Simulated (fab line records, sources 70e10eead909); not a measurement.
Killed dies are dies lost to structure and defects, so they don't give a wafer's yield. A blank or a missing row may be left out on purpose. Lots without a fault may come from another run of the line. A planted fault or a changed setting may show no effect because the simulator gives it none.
A struck lot beside a sound one | flow nand_harc | 15 steps out of a route of 1302
Sound: wafers L133.1, L133.4, L133.5. Struck: wafers L143.3, L143.4, L143.5. The cause comes at the end.
At each step with rows: each side's tool, then ch and its chambers, then its first start. Under that, the readings that differ: sound wafers | struck wafers | difference of the means | sigmas: that difference in standard deviations of wafers without a fault.
alike: readings whose means differ by less than 2 such deviations, and words and numbers that are the same on both sides. not compared: withheld readings, readings that some wafer has no value for, bounds like >300 that may hide the same value, and numbers for which the record gives no deviation and whose values overlap.
The two part at a step that has a row with sigmas, a row that says differs or no value, or rows on one side only. Numbers that don't overlap but have no deviation are shown without sigmas and don't part them. A reading that every wafer of one side lacks parts them only if that side has two wafers or more.

NHARC_A_ONON_D2_THK_MEAS_14: measures by ellipsometry.
  sound on film_metro-02, day 12 02:59; struck on film_metro-01, day 17 04:10
  alike: thk_nm
then, 2 steps without rows for these wafers: NHARC_A_ONON_D2_ANNEAL_15 (time 3600 s); NHARC_A_ONON_D2_DEP_16 (target thk 1000 nm).
NHARC_A_ONON_D2_THK_MEAS_18: measures by ellipsometry.
  sound on film_metro-02, day 12 10:21; struck on film_metro-02, day 17 11:32
  alike: thk_nm
then, 1 step without rows for these wafers: NHARC_A_ONON_D2_DEP_19 (target thk 1000 nm).
NHARC_A_ONON_D2_THK_MEAS_21: measures by ellipsometry.
  sound on film_metro-01, day 12 10:55; struck on film_metro-01, day 17 12:06
  alike: thk_nm
then, 1 step without rows for these wafers: NHARC_A_ONON_D2_DEP_22 (target thk 1000 nm).
NHARC_A_ONON_D2_THK_MEAS_24: measures by ellipsometry.
  sound on film_metro-02, day 12 11:29; struck on film_metro-01, day 17 12:40
  alike: thk_nm
then, 1 step without rows for these wafers: NHARC_A_ONON_D2_DEP_25 (target thk 1000 nm).
NHARC_A_ONON_D2_THK_MEAS_27: measures by ellipsometry.
  sound on film_metro-02, day 12 12:03; struck on film_metro-02, day 17 13:14
  alike: thk_nm
then, 1 step without rows for these wafers: NHARC_A_ONON_D2_DEP_28 (target thk 1000 nm).
NHARC_A_ONON_D2_THK_MEAS_30: measures by ellipsometry.
  sound on film_metro-02, day 12 12:37; struck on film_metro-01, day 17 13:49
  alike: thk_nm
NHARC_A_ONON_D2_DEP_33: deposits SiO2, target thk 200 nm.
  sound on pecvd-01 ch 1,2, day 12 12:48; struck on pecvd-01 ch 1,2, day 17 13:55
  alike: heater_power_w, showerhead_vpp_V, throttle_valve_pct
NHARC_A_ONON_D2_THK_MEAS_34: measures by ellipsometry.
  sound on film_metro-01, day 12 13:10; struck on film_metro-01, day 17 14:17
  reading     | sound       | struck      | difference | sigmas
  thk_nm (nm) | 197 197 202 | 223 228 229 | +28        | +8
-- the record jumps here: 11 days lie between the struck wafers' starts before and after (it left off in module A_ONON_D2 and takes up again in module END, whose first step shown is number 1302 of the route) --
NHARC_END_SORT_01:
  sound on prober-01 ch 0, day 26 00:49; struck on prober-02 ch 0, day 28 23:48
  reading      | sound | struck | difference | sigmas
  killed_short | 0 2 4 | 8 4 4  | +3         | +2
  alike: killed_at_array, killed_at_other, killed_at_periphery, killed_dies, killed_open

WHERE THEY PART
First at NHARC_A_ONON_D2_THK_MEAS_34; last, within this record, at NHARC_END_SORT_01.

WHY: what the simulator had put in
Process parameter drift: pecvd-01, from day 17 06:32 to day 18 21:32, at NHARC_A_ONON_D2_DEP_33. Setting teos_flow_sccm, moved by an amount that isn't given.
